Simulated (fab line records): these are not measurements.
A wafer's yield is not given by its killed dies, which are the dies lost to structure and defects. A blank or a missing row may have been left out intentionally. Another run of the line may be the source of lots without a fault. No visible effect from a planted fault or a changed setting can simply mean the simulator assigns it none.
fab line records	flow nand-harc
record lots=7	wafers=21	last-day=30
route steps=1302 shown A_CHANNEL_HOLE_D2@585
lots untouched by any fault: they come from a run of this same line in which no faults occurred
start-h: hours from the record's first day to the start of the lot's first wafer shown	wait-h: hours from the lot's prior step to this one	" identical to the entry in the row above	L1.1+2: a single row standing in for several wafers	- no value, or no start given	* or withheld: withheld	< > ~ a bound
route shown NAME@n: names a module that has steps shown in the file, with the first one's number in the route	usual: average and standard deviation across the fault-free wafers	same: alike in all rows	chamber/n: place in a boat	sites: the reading at each site	_std_site: standard deviation of those values	_edge_site: mean of outer sites minus mean of inner sites	radius-mm: for every site, how far away it sits from the centre of the wafer	mask NAME#n: copy n	behind: tool/chamber where the wafer was last shaped	hold: cause of the lot's hold/its duration in hours/its outcome	device: which transistor (n, p or np) failed to switch	end of line: the route-end tests of the same wafers	a step without rows: its recipe alone	killed: not the wafer's yield, but the dies lost to structure and defects at the first sort	map: per-die view of a wafer (x killed, . not killed, _ where there is no die)
set.NAME: the setting the step ran with; set.NAME@STEP: the setting that earlier step ran with	model.NAME: the simulator's own value behind a step, which no gauge read
certain route steps with their lots: each step a table, each wafer a row
services: the hour from which a tool's chamber was out of use, counted from the record's first day as start-h (under 0 if before that day), plus the number of hours and why
## steps
# step NHARC_A_CHANNEL_HOLE_D2_DESCUM_15
# recipe time-s=3	o2-flow-sccm=200	ar-flow-sccm=0	bias-power-w=0	chemistry=O2
# step NHARC_A_CHANNEL_HOLE_D2_ETCH_38
# recipe target-depth-a=390	over-etch-frac=0.3	time-s=65	ion-energy-ev=80	cf4-flow-sccm=150	ar-flow-sccm=0	rf-w=300	bias-w=100	chemistry=CF4
# step NHARC_A_CHANNEL_HOLE_D2_ETCH_39
# recipe target-depth-a=2600	over-etch-frac=0.3	time-s=325	ion-energy-ev=200	n2-flow-sccm=150	h2-flow-sccm=150	ar-flow-sccm=0	rf-w=400	bias-w=150	chemistry=N2/H2
# step NHARC_A_CHANNEL_HOLE_D2_ETCH_34
# recipe target-depth-a=1540	time-s=77	cf4-flow-sccm=100	chf3-flow-sccm=30	ar-flow-sccm=0	rf-w=500	bias-w=200	chemistry=CF4/CHF3
# usual bias-w=200.0/0.59	cf4-flow-sccm=100.0/0.3	drypump-motor-current-A=5.6/0.47	oes-product-au=0.958/0.023	rf-vpp-V=370.0/2	showerhead-plenum-p-Torr=1.56/0.054	throttle-valve-pct=16.803/0.0093
lot.wafer	tool	chamber	start-h	wait-h	bias-w	cf4-flow-sccm	drypump-motor-current-A	oes-product-au	rf-hours-counter-h	rf-vpp-V	showerhead-plenum-p-Torr	throttle-valve-pct
L835.3	rie-diel-09	3	-	-	199.9	100.4	6.8	0.962	8.7	370.8	1.60	16.808
L835.2	"	1	"	"	199.6	99.7	5.8	0.960	8.2	369.0	1.47	16.798
L835.4	"	3	"	"	199.8	100.2	6.8	0.959	-	370.4	1.60	16.803
L843.3	rie-diel-04	3	-	-	199.7	99.8	5.0	0.944	0.7	368.1	1.55	16.811
L843.4	"	1	"	"	200.4	99.6	5.7	0.994	1.4	368.8	1.54	16.793
L843.5	"	2	"	"	200.0	100.1	5.8	0.991	-	372.6	1.63	16.810
L844.1	rie-diel-08	3	-	-	200.9	99.9	5.7	0.985	0.5	373.5	1.64	16.799
L844.2	"	2	"	"	199.8	100.1	5.5	0.984	0.5	366.4	1.49	16.783
L844.6	"	3	"	"	200.5	99.8	5.6	0.987	-	373.3	1.64	16.815
L846.4	rie-diel-08	2	-	-	200.3	99.5	5.5	0.969	1.5	367.9	1.49	16.800
L846.3	"	3	"	"	199.9	99.5	5.7	0.962	1.4	373.0	1.64	16.805
L846.1	"	0	"	"	199.9	99.8	5.6	0.940	0.7	367.8	1.53	16.792
L845.4	rie-diel-09	0	-	-	200.0	99.5	5.7	0.963	2.2	368.4	1.52	16.791
L845.1	"	1	"	"	200.6	100.3	5.8	0.949	5.1	366.5	1.47	16.812
L845.6	"	0	"	"	199.9	100.0	5.6	0.953	-	370.4	1.52	16.785
L851.2	rie-diel-09	0	-	-	199.5	99.8	5.6	0.955	6.0	369.2	1.52	16.805
L851.4	"	1	"	"	199.9	100.1	5.8	0.959	6.6	367.1	1.47	16.813
L851.5	"	3	"	"	200.9	100.3	6.8	0.987	-	370.2	1.60	16.817
L852.4	rie-diel-08	1	-	-	199.8	99.8	5.0	0.916	4.9	369.0	1.55	16.816
L852.3	"	0	"	"	199.3	100.4	5.6	0.922	4.2	367.6	1.53	16.799
L852.6	"	1	"	"	201.4	100.0	5.0	0.919	-	371.0	1.55	16.799
# step NHARC_A_CHANNEL_HOLE_D2_ETCH_16
# recipe target-depth-a=31000	over-etch-frac=0.3	time-s=806	ion-energy-ev=150	o2-flow-sccm=400	cos-flow-sccm=20	ar-flow-sccm=0	rf-w=500	bias-w=300	chemistry=O2/COS
# step NHARC_A_CHANNEL_HOLE_D2_CD_MEAS_18
# usual cd-nm=98/3.1
lot.wafer	tool	chamber	start-h	wait-h	cd-nm
L835.2	cd-sem-02	-	286.87	-	95
L835.3	"	-	"	"	99
L835.4	"	-	"	"	98
L843.3	cd-sem-02	-	380.15	-	102
L843.4	"	-	"	"	101
L843.5	"	-	"	"	95
L844.1	cd-sem-02	-	394.56	-	100
L844.2	"	-	"	"	101
L844.6	"	-	"	"	97
L846.1	cd-sem-02	-	406.58	-	97
L846.3	"	-	"	"	100
L846.4	"	-	"	"	100
L845.1	cd-sem-03	-	407.30	-	102
L845.4	"	-	"	"	101
L845.6	"	-	"	"	102
L851.2	cd-sem-02	-	448.04	-	106
L851.4	"	-	"	"	99
L851.5	"	-	"	"	104
L852.3	cd-sem-01	-	453.25	-	95
L852.4	"	-	"	"	98
L852.6	"	-	"	"	98
# step NHARC_A_CHANNEL_HOLE_D2_ETCH_19
# recipe bias-v=1200	source-w=2500	pressure-mtorr=15	time-s=34.5	ar-flow-sccm=375	c4f8-flow-sccm=28.8	o2-flow-sccm=96.2	temp-c=-20	target-depth-a=*	chemistry=C4F8/O2/Ar
# step NHARC_A_CHANNEL_HOLE_D2_ETCH_20
# recipe bias-v=3000	source-w=withheld	pressure-mtorr=20	time-s=361.9	ar-flow-sccm=375	c4f8-flow-sccm=89.3	o2-flow-sccm=35.7	temp-c=-20	target-depth-a=16000	chemistry=C4F8/O2/Ar
# usual c4f8-flow-sccm=89.27/0.27	chamber-pressure-mTorr=20.001/0.02	drypump-motor-current-A=5.8/0.48	showerhead-plenum-p-Torr=3.71/0.16	throttle-valve-pct=32.155/0.009
lot.wafer	tool	chamber	start-h	wait-h	c4f8-flow-sccm	chamber-pressure-mTorr	drypump-motor-current-A	rf-hours-counter-h	showerhead-plenum-p-Torr	throttle-valve-pct
L835.2	har-etch-01	0	290.77	0.1	89.19	19.981	5.2	145	3.68	32.157
L835.4	"	0	"	"	89.18	19.996	5.2	-	3.68	32.167
L835.3	"	1	"	"	88.63	19.996	5.7	-	3.70	32.159
L843.4	har-etch-01	1	380.44	0.2	89.58	19.949	5.6	-	3.67	32.169
L843.3	"	0	"	"	89.56	20.026	5.2	-	3.65	32.145
L843.5	"	0	"	"	89.08	19.996	5.2	-	3.65	32.153
L844.1	har-etch-01	1	395.22	0.1	89.39	20.028	5.7	210	3.67	32.151
L844.2	"	0	"	"	89.44	19.981	5.2	210	3.65	32.150
L844.6	"	0	"	"	89.35	20.000	5.2	-	3.64	32.159
L846.1	har-etch-01	0	406.77	0.1	89.32	20.004	5.2	218	3.64	32.152
L846.3	"	0	"	"	89.34	19.985	5.2	-	3.64	32.141
L846.4	"	1	"	"	89.47	19.975	5.6	-	3.66	32.159
L845.1	har-etch-02	1	409.76	0.1	88.64	20.025	5.7	11	3.93	32.143
L845.4	"	0	"	"	89.18	20.001	6.5	-	3.93	32.164
L845.6	"	0	"	"	89.89	20.010	6.6	-	3.93	32.159
L851.2	har-etch-01	1	449.57	0.1	89.21	20.008	5.6	241	3.65	32.150
L851.4	"	0	"	"	89.11	19.990	5.2	-	3.63	32.159
L851.5	"	0	"	"	88.86	20.011	5.2	-	3.63	32.160
L852.3	har-etch-02	1	454.38	0.2	89.48	19.985	5.7	-	3.91	32.153
L852.4	"	0	"	"	88.93	20.018	6.5	-	3.91	32.159
L852.6	"	1	"	"	89.34	20.027	5.7	-	3.91	32.160
# step NHARC_A_CHANNEL_HOLE_D2_ETCH_21
# recipe bias-v=3000	source-w=withheld	pressure-mtorr=20	time-s=514.3	ar-flow-sccm=375	c4f8-flow-sccm=89.3	o2-flow-sccm=35.7	temp-c=-20	target-depth-a=16000	chemistry=C4F8/O2/Ar
# step NHARC_A_CHANNEL_HOLE_D2_ETCH_22
# recipe bias-v=3000	source-w=withheld	pressure-mtorr=20	time-s=666.7	ar-flow-sccm=375	c4f8-flow-sccm=89.3	o2-flow-sccm=35.7	temp-c=-20	target-depth-a=16000	chemistry=C4F8/O2/Ar
# step NHARC_A_CHANNEL_HOLE_D2_ETCH_23
# recipe bias-v=5000	source-w=withheld	pressure-mtorr=20	time-s=819	ar-flow-sccm=375	c4f8-flow-sccm=89.3	o2-flow-sccm=35.7	temp-c=-20	target-depth-a=16000	chemistry=C4F8/O2/Ar
# step NHARC_A_CHANNEL_HOLE_D2_ETCH_24
# recipe bias-v=5000	source-w=withheld	pressure-mtorr=20	time-s=906.2	ar-flow-sccm=375	c4f8-flow-sccm=93.8	o2-flow-sccm=31.2	temp-c=-20	target-depth-a=15000	chemistry=C4F8/O2/Ar
# usual c4f8-flow-sccm=93.77/0.29	chamber-pressure-mTorr=19.999/0.02	drypump-motor-current-A=5.8/0.48	showerhead-plenum-p-Torr=3.70/0.16	throttle-valve-pct=32.236/0.0096
lot.wafer	tool	chamber	start-h	wait-h	c4f8-flow-sccm	chamber-pressure-mTorr	drypump-motor-current-A	rf-hours-counter-h	showerhead-plenum-p-Torr	throttle-valve-pct
L835.2	har-etch-01	0	292.79	0.6	93.82	20.000	5.2	147	3.67	32.241
L835.4	"	0	"	"	93.51	20.002	5.2	-	3.67	32.239
L835.3	"	1	"	"	93.58	20.033	5.6	-	3.70	32.246
L843.4	har-etch-01	1	382.60	0.6	93.43	20.006	5.6	-	3.67	32.230
L843.3	"	0	"	"	93.04	19.991	5.2	-	3.65	32.247
L843.5	"	0	"	"	93.48	19.964	5.2	-	3.65	32.239
L844.1	har-etch-01	1	397.24	0.6	93.93	20.002	5.6	212	3.66	32.254
L844.2	"	0	"	"	94.09	19.996	5.2	212	3.64	32.227
L844.6	"	0	"	"	94.16	19.962	5.2	-	3.64	32.244
L846.1	har-etch-01	0	408.80	0.6	93.68	20.013	5.2	220	3.63	32.229
L846.3	"	0	"	"	93.32	19.957	5.2	-	3.64	32.237
L846.4	"	1	"	"	93.38	19.936	5.7	-	3.66	32.242
L845.1	har-etch-02	1	411.78	0.6	94.10	20.030	5.7	13	3.92	32.247
L845.4	"	0	"	"	94.03	19.984	6.5	-	3.92	32.241
L845.6	"	0	"	"	93.75	19.992	6.5	-	3.92	32.253
L851.2	har-etch-01	1	451.58	0.6	93.82	19.979	5.7	243	3.65	32.222
L851.4	"	0	"	"	93.44	20.006	5.2	-	3.62	32.228
L851.5	"	0	"	"	93.69	20.026	5.2	-	3.62	32.224
L852.3	har-etch-02	1	456.54	0.6	93.67	19.961	5.7	-	3.90	32.246
L852.4	"	0	"	"	93.70	19.992	6.5	-	3.91	32.209
L852.6	"	1	"	"	93.75	19.994	5.7	-	3.91	32.232
# step NHARC_A_CHANNEL_HOLE_D2_ETCH_25
# recipe bias-v=5000	source-w=withheld	pressure-mtorr=20	time-s=1040.2	ar-flow-sccm=375	c4f8-flow-sccm=93.8	o2-flow-sccm=31.2	temp-c=-20	target-depth-a=15000	chemistry=C4F8/O2/Ar
# usual c4f8-flow-sccm=93.82/0.3	chamber-pressure-mTorr=19.999/0.019	drypump-motor-current-A=5.8/0.47	showerhead-plenum-p-Torr=3.70/0.16	throttle-valve-pct=32.234/0.009
lot.wafer	tool	chamber	start-h	wait-h	c4f8-flow-sccm	chamber-pressure-mTorr	drypump-motor-current-A	rf-hours-counter-h	showerhead-plenum-p-Torr	throttle-valve-pct
L835.2	har-etch-01	0	293.57	0.6	93.58	19.994	5.2	148	3.67	32.232
L835.4	"	0	"	"	93.90	19.986	5.2	-	3.67	32.249
L835.3	"	1	"	"	94.25	20.010	5.6	-	3.70	32.229
L843.4	har-etch-01	1	383.41	0.7	-	-	-	-	-	-
L843.3	"	0	"	"	-	-	-	-	-	-
L843.5	"	0	"	"	-	-	-	-	-	-
L844.1	har-etch-01	1	398.02	0.6	-	-	-	-	-	-
L844.2	"	0	"	"	-	-	-	-	-	-
L844.6	"	0	"	"	-	-	-	-	-	-
L846.1	har-etch-01	0	409.58	0.6	-	-	-	-	-	-
L846.3	"	0	"	"	-	-	-	-	-	-
L846.4	"	1	"	"	-	-	-	-	-	-
L845.1	har-etch-02	1	412.55	0.6	94.17	19.983	5.7	14	3.92	32.240
L845.4	"	0	"	"	93.37	19.994	6.6	-	3.92	32.230
L845.6	"	0	"	"	93.69	19.959	6.5	-	3.92	32.228
L851.2	har-etch-01	1	452.35	0.6	93.54	19.997	5.6	243	3.65	32.236
L851.4	"	0	"	"	93.91	19.993	5.2	-	3.62	32.230
L851.5	"	0	"	"	94.05	20.029	5.2	-	3.62	32.245
L852.3	har-etch-02	1	457.34	0.7	94.36	19.975	5.7	-	3.90	32.230
L852.4	"	0	"	"	93.92	20.023	6.5	-	3.90	32.238
L852.6	"	1	"	"	94.11	20.035	5.7	-	3.90	32.222
# step NHARC_A_CHANNEL_HOLE_D2_ETCH_26
# recipe bias-v=300	source-w=2000	pressure-mtorr=30	time-s=224.1	ar-flow-sccm=375	c4f8-flow-sccm=11.4	o2-flow-sccm=113.6	temp-c=-20	target-depth-a=3000	chemistry=C4F8/O2/Ar
# usual bias-v=299.9/3	c4f8-flow-sccm=11.40/0.036	drypump-motor-current-A=5.8/0.48	showerhead-plenum-p-Torr=3.75/0.17	throttle-valve-pct=24.585/0.009
lot.wafer	tool	chamber	start-h	wait-h	bias-v	c4f8-flow-sccm	drypump-motor-current-A	rf-hours-counter-h	showerhead-plenum-p-Torr	throttle-valve-pct
L835.2	har-etch-01	0	294.45	0.7	302.6	11.41	5.2	148	3.72	24.616
L835.4	"	0	"	"	303.7	11.38	5.2	-	3.72	24.588
L835.3	"	1	"	"	296.3	11.42	5.6	-	3.75	24.586
L843.4	har-etch-01	1	384.07	0.5	302.5	11.43	5.7	-	3.72	24.595
L843.3	"	0	"	"	299.7	11.39	5.2	-	3.69	24.577
L843.5	"	0	"	"	298.8	11.38	5.2	-	3.69	24.588
L844.1	har-etch-01	1	398.90	0.7	296.6	11.40	5.7	214	3.71	24.587
L844.2	"	0	"	"	297.7	11.40	5.2	214	3.69	24.569
L844.6	"	0	"	"	302.1	11.38	5.2	-	3.69	24.567
L846.1	har-etch-01	0	410.45	0.7	298.3	11.44	5.2	221	3.68	24.613
L846.3	"	0	"	"	296.3	11.42	5.2	-	3.68	24.581
L846.4	"	1	"	"	305.6	11.37	5.6	-	3.71	24.586
L845.1	har-etch-02	1	413.43	0.7	300.3	11.40	5.8	15	3.98	24.587
L845.4	"	0	"	"	302.3	11.41	6.5	-	3.98	24.575
L845.6	"	0	"	"	305.8	11.38	6.5	-	3.98	24.578
L851.2	har-etch-01	1	453.24	0.7	301.2	11.45	5.7	244	3.69	24.592
L851.4	"	0	"	"	300.9	11.37	5.2	-	3.67	24.588
L851.5	"	0	"	"	299.7	11.39	5.2	-	3.67	24.581
L852.3	har-etch-02	1	457.98	0.5	302.3	11.43	5.7	-	3.97	24.596
L852.4	"	0	"	"	303.0	11.39	6.5	-	3.97	24.588
L852.6	"	1	"	"	304.9	11.39	5.7	-	3.97	24.579
# step NHARC_A_CHANNEL_HOLE_D2_ETCH_27
# recipe bias-v=400	source-w=2000	pressure-mtorr=25	time-s=90	ar-flow-sccm=375	c4f8-flow-sccm=41.7	o2-flow-sccm=83.3	temp-c=-20	target-depth-a=4000	chemistry=C4F8/O2/Ar
# step NHARC_A_CHANNEL_HOLE_D2_STRIP_41
# recipe n2-flow-sccm=150	h2-flow-sccm=150	ar-flow-sccm=0	bias-w=0	chemistry=N2/H2
# step NHARC_A_CHANNEL_HOLE_D2_STRIP_42
# recipe cf4-flow-sccm=100	chf3-flow-sccm=30	ar-flow-sccm=0	bias-w=0	chemistry=CF4/CHF3
# step NHARC_A_CHANNEL_HOLE_D2_STRIP_43
# recipe o2-flow-sccm=400	cos-flow-sccm=20	ar-flow-sccm=0	bias-w=0	chemistry=O2/COS
# step NHARC_A_CHANNEL_HOLE_D2_ETCH_44
# recipe target-depth-a=1400	overetch-a=140	time-s=77	ion-energy-ev=100	cf4-flow-sccm=80	o2-flow-sccm=20	ar-flow-sccm=0	rf-w=300	bias-w=100	chemistry=CF4/O2
# usual bias-w=100.0/0.31	cf4-flow-sccm=80.03/0.27	drypump-motor-current-A=5.5/0.42	oes-product-au=1.004/0.015	rf-vpp-V=197.4/1.2	showerhead-plenum-p-Torr=1.32/0.046	throttle-valve-pct=13.398/0.01
lot.wafer	tool	chamber	start-h	wait-h	bias-w	cf4-flow-sccm	drypump-motor-current-A	oes-product-au	rf-hours-counter-h	rf-vpp-V	showerhead-plenum-p-Torr	throttle-valve-pct	model.A_CHANNEL_HOLE_D2.cd-nm
L835.2	rie-diel-09	1	295.40	0.1	99.7	80.36	5.8	0.997	8.8	194.8	1.24	13.380	88.17
L835.4	"	2	"	"	100.4	79.63	5.0	1.001	10.0	197.7	1.30	13.395	90.07
L835.3	"	3	"	"	100.5	79.85	6.8	0.991	9.3	197.3	1.36	13.401	87.09
L843.4	rie-diel-04	0	385.00	0.1	99.6	79.51	6.2	0.987	1.7	197.3	1.37	13.398	100.6
L843.3	"	1	"	"	100.1	79.86	5.7	1.015	1.6	197.6	1.30	13.395	102.4
L843.5	"	2	"	"	100.1	79.93	5.8	1.001	-	198.7	1.38	13.399	94.74
L844.2	rie-diel-08	2	399.87	0.1	100.0	79.72	5.5	1.037	1.1	196.1	1.26	13.386	101.3
L844.1	"	1	"	"	99.7	80.27	5.0	1.017	1.3	198.0	1.32	13.404	99.91
L844.6	"	3	"	"	99.8	80.03	5.7	1.022	-	199.7	1.40	13.387	96.68
L846.3	rie-diel-08	2	411.40	0.1	100.1	80.18	5.5	1.030	2.0	196.7	1.26	13.409	100.3
L846.4	"	3	"	"	100.2	79.94	5.7	1.021	1.8	199.3	1.40	13.389	100.5
L846.1	"	0	"	"	99.9	79.66	5.6	0.987	1.2	196.2	1.29	13.418	96.3
L845.4	rie-diel-08	2	414.39	0.1	99.7	79.75	5.5	1.023	2.2	195.2	1.26	13.407	88.43
L845.1	"	3	"	"	99.7	79.48	5.7	1.031	1.9	199.0	1.39	13.398	91.32
L845.6	"	0	"	"	100.1	79.85	5.6	0.980	-	198.3	1.29	13.409	90.19
L851.4	rie-diel-08	2	454.19	0.0	100.1	79.87	5.5	1.025	5.2	197.7	1.26	13.397	88.46
L851.2	"	1	"	"	100.3	80.15	5.0	1.006	5.2	197.1	1.31	13.409	90.19
L851.5	"	3	"	"	99.5	80.00	5.7	1.011	-	198.2	1.39	13.395	90.44
L852.3	rie-diel-08	1	458.86	0.1	99.9	79.97	5.0	0.997	5.3	197.3	1.31	13.416	89.26
L852.4	"	0	"	"	99.9	80.10	5.6	0.999	4.6	196.4	1.29	13.394	87.53
L852.6	"	1	"	"	99.5	80.04	5.0	0.998	-	198.3	1.31	13.406	87.68
# step NHARC_A_CHANNEL_HOLE_D2_STRIP_28
# recipe o2-flow-sccm=500	ar-flow-sccm=0	bias-w=0	chemistry=O2
# usual drypump-motor-current-A=5.6/0.41	oes-product-au=1.005/0.013	rf-vpp-V=57.6/0.9	showerhead-plenum-p-Torr=3.49/0.12	throttle-valve-pct=17.037/0.0091
lot.wafer	tool	chamber	start-h	wait-h	drypump-motor-current-A	oes-product-au	rf-hours-counter-h	rf-vpp-V	showerhead-plenum-p-Torr	throttle-valve-pct
L835.4	rie-diel-09	1	-	-	5.8	0.997	8.9	58.0	3.29	17.045
L835.3	"	2	"	"	5.0	1.000	10.0	58.1	3.43	17.034
L835.2	"	3	"	"	6.9	0.991	9.4	57.4	3.59	17.034
L843.4	rie-diel-04	2	-	-	5.8	1.009	1.2	58.1	3.65	17.045
L843.3	"	0	"	"	6.2	0.992	1.8	56.9	3.61	17.041
L843.5	"	1	"	"	5.7	1.013	-	59.4	3.45	17.025
L844.2	rie-diel-08	3	-	-	5.7	1.022	1.2	57.7	3.68	17.037
L844.1	"	1	"	"	5.0	0.996	1.3	58.8	3.48	17.023
L844.6	"	1	"	"	5.0	1.002	-	57.7	3.48	17.044
L846.4	rie-diel-08	1	-	-	5.0	1.009	2.4	57.2	3.48	17.028
L846.3	"	3	"	"	5.6	1.028	1.9	57.6	3.68	17.054
L846.1	"	0	"	"	5.6	0.993	1.3	56.8	3.42	17.025
L845.1	rie-diel-08	1	-	-	5.0	1.000	2.6	57.6	3.48	17.030
L845.4	"	3	"	"	5.7	1.020	2.0	58.4	3.68	17.040
L845.6	"	0	"	"	5.6	0.990	-	56.8	3.42	17.043
L851.4	rie-diel-08	0	-	-	5.6	0.996	4.4	56.9	3.42	17.031
L851.2	"	2	"	"	5.5	1.023	5.2	57.8	3.34	17.033
L851.5	"	0	"	"	5.6	0.984	-	59.9	3.42	17.040
L852.3	rie-diel-08	2	-	-	5.5	1.013	5.4	57.1	3.34	17.023
L852.4	"	0	"	"	5.6	0.982	4.6	57.4	3.42	17.056
L852.6	"	1	"	"	5.0	1.004	-	58.7	3.48	17.039
# step NHARC_A_CHANNEL_HOLE_D2_PRECLEAN_29
# recipe time-s=*	temp-c=50	bath-age-min=0	chemistry=SC1
# step NHARC_A_CHANNEL_HOLE_D2_SRD_30
# step NHARC_A_CHANNEL_HOLE_D2_CD_MEAS_31
# usual cd-nm=89.7/1.5
lot.wafer	tool	chamber	start-h	wait-h	cd-nm
L835.2	cd-sem-02	-	296.19	-	87.2
L835.3	"	-	"	"	86.2
L835.4	"	-	"	"	90.8
L843.3	cd-sem-01	-	385.79	-	-0.5
L843.4	"	-	"	"	-0.3
L843.5	"	-	"	"	0.6
L844.1	cd-sem-01	-	400.78	-	-0.4
L844.2	"	-	"	"	1.0
L844.6	"	-	"	"	-0.3
L846.1	cd-sem-02	-	412.19	-	1.1
L846.3	"	-	"	"	0.3
L846.4	"	-	"	"	-0.4
L845.1	cd-sem-03	-	415.18	-	90.3
L845.4	"	-	"	"	88.6
L845.6	"	-	"	"	90.5
L851.2	cd-sem-01	-	454.98	-	88.8
L851.4	"	-	"	"	88.7
L851.5	"	-	"	"	90.7
L852.3	cd-sem-02	-	459.67	-	88.6
L852.4	"	-	"	"	88.5
L852.6	"	-	"	"	86.7
# step NHARC_A_CHANNEL_HOLE_D2_XSEM_32
# recipe landing-energy-ev=35000
# usual bot-cd-nm=74.4/1.6	bow-nm=8.65/0.27	tilt-deg=0.07/0.059
lot.wafer	tool	chamber	start-h	wait-h	bot-cd-nm	bow-nm	tilt-deg
L835.2	xsem-02	0	296.28	0.1	72.0	8.57	0.08
L835.3	"	0	"	"	71.7	8.61	0.08
L835.4	"	0	"	"	77.0	8.62	0.08
L843.3	xsem-02	0	385.89	0.1	0.0	0.73	0.02
L843.4	"	0	"	"	0.0	0.74	0.02
L843.5	"	0	"	"	0.3	0.73	0.02
L844.1	xsem-01	0	400.87	0.1	0.0	0.96	0.07
L844.2	"	0	"	"	1.0	0.95	0.07
L844.6	"	0	"	"	0.0	0.96	0.07
L846.1	xsem-01	0	412.28	0.1	0.9	0.38	0.14
L846.3	"	0	"	"	0.2	0.38	0.14
L846.4	"	0	"	"	0.0	0.38	0.14
L845.1	xsem-02	0	415.27	0.1	76.1	8.54	0.05
L845.4	"	0	"	"	74.3	8.62	0.05
L845.6	"	0	"	"	76.1	8.56	0.05
L851.2	xsem-01	0	455.07	0.1	75.3	8.39	0.12
L851.4	"	0	"	"	74.1	8.35	0.12
L851.5	"	0	"	"	76.6	8.41	0.12
L852.3	xsem-02	0	459.77	0.1	74.5	8.77	0.06
L852.4	"	0	"	"	73.2	8.81	0.06
L852.6	"	0	"	"	72.0	8.81	0.06
# step NHARC_A_CHANNEL_HOLE_D2_INSPECT_40
# usual raw-defect-count=289/79
lot.wafer	tool	chamber	start-h	wait-h	raw-defect-count
L835.2	defect-inspect-02	-	296.38	-	221
L835.3	"	-	"	"	308
L835.4	"	-	"	"	273
L843.3	defect-inspect-02	-	385.98	-	189
L843.4	"	-	"	"	204
L843.5	"	-	"	"	223
L844.1	defect-inspect-01	-	400.97	-	277
L844.2	"	-	"	"	295
L844.6	"	-	"	"	262
L846.1	defect-inspect-02	-	412.37	-	215
L846.3	"	-	"	"	254
L846.4	"	-	"	"	244
L845.1	defect-inspect-02	-	415.37	-	343
L845.4	"	-	"	"	314
L845.6	"	-	"	"	236
L851.2	defect-inspect-02	-	455.17	-	684
L851.4	"	-	"	"	393
L851.5	"	-	"	"	390
L852.3	defect-inspect-01	-	459.86	-	273
L852.4	"	-	"	"	233
L852.6	"	-	"	"	221
## services
tool	chamber	start-h	hours	kind
har-etch-02	-	269.58	2.0	repair
rie-diel-08	0	273.63	-	clean
rie-diel-08	1	273.63	-	clean
rie-diel-08	2	273.63	-	clean
rie-diel-08	3	273.63	-	clean
rie-diel-08	1	274.06	19.3	repair
rie-diel-08	3	286.08	7.2	repair
rie-diel-08	1	295.83	5.6	repair
rie-diel-08	0	298.13	-	clean
rie-diel-08	2	298.13	-	clean
rie-diel-08	3	298.13	-	clean
rie-diel-09	0	312.87	24.6	repair
rie-diel-09	-	320.59	9.0	pm
rie-diel-09	0	352.51	16.5	repair
rie-diel-04	-	354.90	9.0	pm
rie-diel-08	-	367.90	9.0	pm
xsem-01	-	374.00	14.0	pm
har-etch-02	-	377.00	17.0	pm
rie-diel-09	-	384.17	0.9	repair
rie-diel-08	-	384.46	0.8	repair
rie-diel-08	0	392.94	8.6	repair
rie-diel-09	0	414.24	6.0	repair
rie-diel-09	1	426.40	12.0	repair
rie-diel-09	3	458.37	10.4	repair
## key
first-sign step=NHARC_A_CHANNEL_HOLE_D2_ETCH_25	reading=tool-record	direction=missing
effect step=NHARC_A_CHANNEL_HOLE_D2_CD_MEAS_31	reading=cd-nm	direction=down	sigmas=61	usual=89.7	struck=0.1
effect step=NHARC_A_CHANNEL_HOLE_D2_XSEM_32	reading=bot-cd-nm	direction=down	sigmas=47	usual=74.4	struck=0.3
model-effect step=NHARC_A_CHANNEL_HOLE_D2_ETCH_44	value=A_CHANNEL_HOLE_D2.cd-nm	without=88.4	struck=99.2
met-at NHARC_A_CHANNEL_HOLE_D2_ETCH_25
struck-wafers L843.3,L843.4,L843.5,L844.1,L844.2,L844.6,L846.1,L846.3,L846.4
later-rows-left-out L843.3,L843.4,L843.5,L844.1,L844.2,L844.6,L846.1,L846.3,L846.4
sort-left-out L843.3,L843.4,L843.5,L844.1,L844.2,L844.6,L846.1,L846.3,L846.4
tester-left-out L843,L844,L846
onset-between 293.57 383.41
fault kind=skipped-step-whole	tool=har-etch-01	chamber=-	onset-h=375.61	steps=NHARC_A_CHANNEL_HOLE_D2_ETCH_25	scope=struck-lots-only
# tester-left-out: of these lots the tester's yield and bins aren't shown, on N5 and GAA mostly nor the transistor test; their killed dies are dies lost to structure and defects alone, not to doping, threshold or leakage, so they don't give the yield
# sort-left-out: the simulated sort isn't trusted on such a fault, so these wafers' sort isn't shown, and their yield isn't known
# later-rows-left-out: the simulator's readings of these wafers behind a module that went badly wrong aren't trusted and aren't shown, but for the sort
